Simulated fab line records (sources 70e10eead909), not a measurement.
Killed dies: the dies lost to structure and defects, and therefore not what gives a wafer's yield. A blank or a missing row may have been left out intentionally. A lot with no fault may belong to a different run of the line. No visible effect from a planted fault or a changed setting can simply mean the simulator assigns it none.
Which tool was responsible? -- flow nandHarc -- 6 lots (18 wafers sampled), 1 step of a 1302-step route

## WHAT EACH GAUGE READ, for each wafer
NHARC_A_CONTACT_INSPECT_23.
lot,measured,on,rawDefectCount
L440,day 23 23:01,defectInspect-02,418 366 675
L451,day 28 05:28,defectInspect-01,549 622 492
L454,day 28 23:20,defectInspect-01,531 867 833
L457,day 29 16:39,defectInspect-02,363 346 540
L459,day 30 17:11,defectInspect-01,397 397 419
L460,day 31 10:54,defectInspect-01,888 548 467

## TOOL THAT RAN EACH LOT (tool first, then ch and the chambers of the sampled wafers, then the start)
There is no process step in the record ahead of these readings.

## THE ANSWER, worked out from the rows above alone
Rule: what is usual is taken from the lots themselves. Put in order of their means at a reading, lots are off if they are a third of the lots or fewer, leave a main group of 4 or more, and stand apart from it by a gap of 3 or more times the standard deviation of the main group's means; of several such gaps the widest counts. A main group is skipped when, at the precision printed for the reading in the tables above, its means are all equal. Also off: a lot with no number at a reading for which 4 or more lots have one. Where the step has rows for the other lots, those lots are counted as sound.
None of the lots is off at any reading shown; this tells nothing.

## WHAT THE SIMULATOR PUT IN
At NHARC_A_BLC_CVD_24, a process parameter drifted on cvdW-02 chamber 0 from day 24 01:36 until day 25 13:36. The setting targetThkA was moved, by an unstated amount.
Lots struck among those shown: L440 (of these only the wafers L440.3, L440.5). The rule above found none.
